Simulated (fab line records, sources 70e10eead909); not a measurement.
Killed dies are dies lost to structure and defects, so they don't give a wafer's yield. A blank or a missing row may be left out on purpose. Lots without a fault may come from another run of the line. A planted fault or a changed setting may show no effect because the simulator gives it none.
A struck lot beside a sound one | flow nand_harc | 41 steps out of a route of 1159
Sound: wafers L590.1, L590.2, L590.3. Struck: wafer L605.5. (L605.1, L605.2 of the same lot were not struck and are left out.) The cause comes at the end.
At each step with rows: each side's tool, then ch and its chambers, then its first start. Under that, the readings that differ: sound wafers | struck wafers | difference of the means | sigmas: that difference in standard deviations of wafers without a fault.
alike: readings whose means differ by less than 2 such deviations, and words and numbers that are the same on both sides. not compared: withheld readings, readings that some wafer has no value for, bounds like >300 that may hide the same value, and numbers for which the record gives no deviation and whose values overlap.
The two part at a step that has a row with sigmas, a row that says differs or no value, or rows on one side only. Numbers that don't overlap but have no deviation are shown without sigmas and don't part them. A reading that every wafer of one side lacks parts them only if that side has two wafers or more.

NHARC_P_M0_CD_MEAS_09: target cd 90 nm.
  sound on cd_sem-02 ch 0, day 6 12:29; struck on cd_sem-03 ch 0, day 10 06:06
  alike: cd_nm
NHARC_P_M0_OVL_MEAS_10: pitch 180 nm.
  sound on overlay-01, day 6 12:34; struck on overlay-01, day 10 06:11
  alike: overlay_x_nm, overlay_y_nm
NHARC_P_M0_INSPECT_11:
  sound on defect_inspect-02, day 6 12:36; struck on defect_inspect-01, day 10 06:13
  alike: raw_defect_count
then, 3 steps without rows for these wafers: NHARC_P_M0_DESCUM_14 (chemistry O2, time 3 s); NHARC_P_M0_ETCH_34 (etches the open film in N2/H2, target depth 40 nm, overetch 12 nm, time 43.94 s); NHARC_P_M0_ETCH_15 (etches the open film in C4F8/Ar, target depth 150 nm, overetch 15 nm, time 82.5 s).
NHARC_P_M0_CD_MEAS_16:
  sound on cd_sem-02, day 6 13:01; struck on cd_sem-02, day 10 06:35
  alike: cd_nm
then, 3 steps without rows for these wafers: NHARC_P_M0_STRIP_18 (strips in N2/H2); NHARC_P_M0_STRIP_19 (strips in post etch residue remover, time 600 s); NHARC_P_M0_DEGAS_28 (time 60 s).
NHARC_P_M0_PRE_CLEAN_29: time 30 s.
  sound on pvd_sputter-01; struck on pvd_sputter-01
  alike: heater_power_w
NHARC_P_M0_PVD_20: deposits TaN, target thk 5 nm, time 8.06 s.
  sound on pvd_sputter-01; struck on pvd_sputter-01
  alike: throttle_valve_pct
NHARC_P_M0_PVD_21: deposits Cu, target thk 30 nm, time 20.49 s.
  sound on pvd_sputter-01, day 6 13:55; struck on pvd_sputter-01, day 10 07:28
  reading                | sound          | struck | difference | sigmas
  throttle_valve_pct (%) | 29.5 26.7 28.7 | 31.1   | +2.8       | +2
then, 4 steps without rows for these wafers: NHARC_P_M0_ECD_22 (material Cu, target thk 400 nm); NHARC_P_M0_ANNEAL_30 (time 90 s); NHARC_P_M0_CMP_23 (polishes, t overpolish 20 s, target thk 117.53 nm); NHARC_P_M0_SRD_25.
NHARC_P_M0_INSPECT_27:
  sound on defect_inspect-01, day 6 15:29; struck on defect_inspect-01, day 10 08:47
  alike: raw_defect_count
NHARC_P_M0_PRE_CLEAN_31: time 12 s.
  sound on pecvd-02 ch 0,1,2, day 6 15:34; struck on pecvd-03 ch 0, day 10 08:52
  alike: heater_power_w
NHARC_P_M0_DEP_32: deposits SiCN, target thk 30 nm.
  sound on pecvd-02 ch 0,1,2, day 6 15:38; struck on pecvd-03 ch 0, day 10 08:57
  alike: heater_power_w
then, 10 steps without rows for these wafers: NHARC_P_M1_DEP_00 (deposits SiOC, target thk 182.5 nm); NHARC_P_M1_DEHYDRATE_01 (time 120 s); NHARC_P_M1_HMDS_02 (time 30 s); NHARC_P_M1_COAT_34 (time 65 s); NHARC_P_M1_COAT_03 (resist thk 90 nm); NHARC_P_M1_SOFTBAKE_04 (time 55 s); NHARC_P_M1_EBR_05; NHARC_P_M1_EXPOSE_06 (exposes mask P M1, target cd 130 nm); NHARC_P_M1_PEB_07 (peb time 65 s); NHARC_P_M1_DEVELOP_08 (develop time 35 s).
NHARC_P_M1_CD_MEAS_09: target cd 130 nm.
  the record has rows for the sound wafers here (cd_sem-01 ch 0, day 6 16:52) and none for the struck ones
NHARC_P_M1_OVL_MEAS_10: pitch 260 nm.
  the record has rows for the sound wafers here (overlay-02, day 6 16:57) and none for the struck ones
NHARC_P_M1_INSPECT_11:
  the record has rows for the sound wafers here (defect_inspect-02, day 6 16:59) and none for the struck ones
NHARC_P_M1_DESCUM_14: chemistry O2, time 3 s.
  the record has rows for the sound wafers here (rie_diel-13 ch 1,2,3, day 6 17:04) and none for the struck ones
then, 2 steps without rows for these wafers: NHARC_P_M1_ETCH_35 (etches the open film in N2/H2, target depth 40 nm, overetch 12 nm, time 43.94 s); NHARC_P_M1_ETCH_15 (etches the open film in C4F8/Ar, target depth 182.5 nm, time 91.2 s).
NHARC_P_M1_CD_MEAS_16:
  the record has rows for the sound wafers here (cd_sem-03, day 6 17:21) and none for the struck ones
then, 3 steps without rows for these wafers: NHARC_P_M1_STRIP_18 (strips in N2/H2); NHARC_P_M1_ETCH_28 (etches the open film in CF4/N2, target depth 30 nm, time 72.99 s); NHARC_P_M1_STRIP_19 (strips in post etch residue remover, time 600 s).
-- the record jumps here: 14 days lie between the struck wafers' starts before and after (it left off in module P_M1 and takes up again in module END, whose first step shown is number 1159 of the route) --
NHARC_END_SORT_01:
  sound on prober-01 ch 0, day 19 17:34; struck on prober-02 ch 0, day 23 23:38
  reading                  | sound          | struck                   | difference                   | sigmas
  hold                     | - - -          | await_dispo/3.8h/release | no value on the sound wafers |
  defect_limited_yield (%) | 96.0 96.5 94.5 | 0                        | -96                          | -60
  killed_at_array          | 25 23 35       | 60                       | +32                          | +3
  killed_at_periphery      | 2 1 2          | 617                      | +615                         | +99 or more
  killed_dies              | 27 24 37       | 677                      | +648                         | +59
  sort_bin_2_pct (%)       | 1.0 1.0 1.5    | 93.1                     | +91.9                        | +99 or more
  sort_bin_3_pct (%)       | 0.15 0 0.15    | 0.74                     | +0.64                        | +3
  sort_bin_4_pct (%)       | 2.8 2.5 3.8    | 6.2                      | +3.2                         | +3
  sort_n_pass              | 650 653 640    | 0                        | -648                         | -59
  sort_rim_yield_pct (%)   | 97.2 97.2 96.2 | 0                        | -97                          | -36
  sort_yield_pct (%)       | 96.0 96.5 94.5 | 0                        | -96                          | -60
  alike: killed_at_other, killed_open, killed_short

WHERE THEY PART
First at NHARC_P_M0_PVD_21; last, within this record, at NHARC_END_SORT_01.

WHY: what the simulator had put in
Process parameter drift: pvd_sputter-01, from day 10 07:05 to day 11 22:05, at NHARC_P_M0_PVD_21. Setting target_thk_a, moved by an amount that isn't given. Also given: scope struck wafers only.
